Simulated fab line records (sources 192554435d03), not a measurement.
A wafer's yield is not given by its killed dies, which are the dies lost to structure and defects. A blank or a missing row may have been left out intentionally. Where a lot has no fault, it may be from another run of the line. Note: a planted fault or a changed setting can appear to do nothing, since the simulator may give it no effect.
Matching of chambers / flow n5 finfet / N5_BEOL_M0_SAQP_PECVD_03 on pecvd-04: 3 sister chambers
The step deposits SiCN from 3MS/NH3, target thk 12 nm, time 21.1 s. 3 wafers are shown with their chamber, then 11 later ones without.

## EACH WAFER AND ITS CHAMBER
wafer=L085.6; chamber=1; throttle valve pct (%)=10.2
wafer=L089.4; chamber=0; throttle valve pct (%)=9.3
wafer=L091.1; chamber=2; throttle valve pct (%)=9.0

## WAFERS WITH NO CHAMBER GIVEN
wafer=L091.3; throttle valve pct (%)=9.6
wafer=L091.4; throttle valve pct (%)=8.8
wafer=L094.2; throttle valve pct (%)=9.1
wafer=L094.5; throttle valve pct (%)=9.0
wafer=L094.6; throttle valve pct (%)=9.6
wafer=L095.1; throttle valve pct (%)=9.5
wafer=L095.3; throttle valve pct (%)=8.8
wafer=L095.4; throttle valve pct (%)=9.6
wafer=L096.4; throttle valve pct (%)=9.6
wafer=L096.5; throttle valve pct (%)=9.0
wafer=L096.6; throttle valve pct (%)=9.4

## EACH ONE'S CHAMBER
wafer=L091.3; from the rows above=can't be placed: 0 or 1 or 2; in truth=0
wafer=L091.4; from the rows above=can't be placed: 2 or 0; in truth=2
wafer=L094.2; from the rows above=can't be placed: 2 or 0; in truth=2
wafer=L094.5; from the rows above=can't be placed: 2 or 0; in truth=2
wafer=L094.6; from the rows above=can't be placed: 0 or 1 or 2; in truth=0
wafer=L095.1; from the rows above=can't be placed: 0 or 2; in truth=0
wafer=L095.3; from the rows above=can't be placed: 2 or 0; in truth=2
wafer=L095.4; from the rows above=can't be placed: 0 or 1 or 2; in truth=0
wafer=L096.4; from the rows above=can't be placed: 0 or 1 or 2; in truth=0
wafer=L096.5; from the rows above=can't be placed: 2 or 0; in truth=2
wafer=L096.6; from the rows above=can't be placed: 0 or 2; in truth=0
0 of 11 placed correctly. Can't be placed from these rows: 11 (the true chamber is among the candidates in 11). Wrongly placed: 0.
How it was worked out, from the rows above alone: a wafer's distance from a chamber is the root of the sum, over the readings, of the square of ((its reading less the chamber's mean) divided by the reading's scatter). The wafer belongs to the nearest chamber; if the next one is less than 2 further off, it can't be placed. The mean given for a chamber averages the wafers shown for that chamber. The scatter (one wafer shown for each chamber): square how far every hidden wafer sits from the nearest shown wafer, average those squares and take the square root.
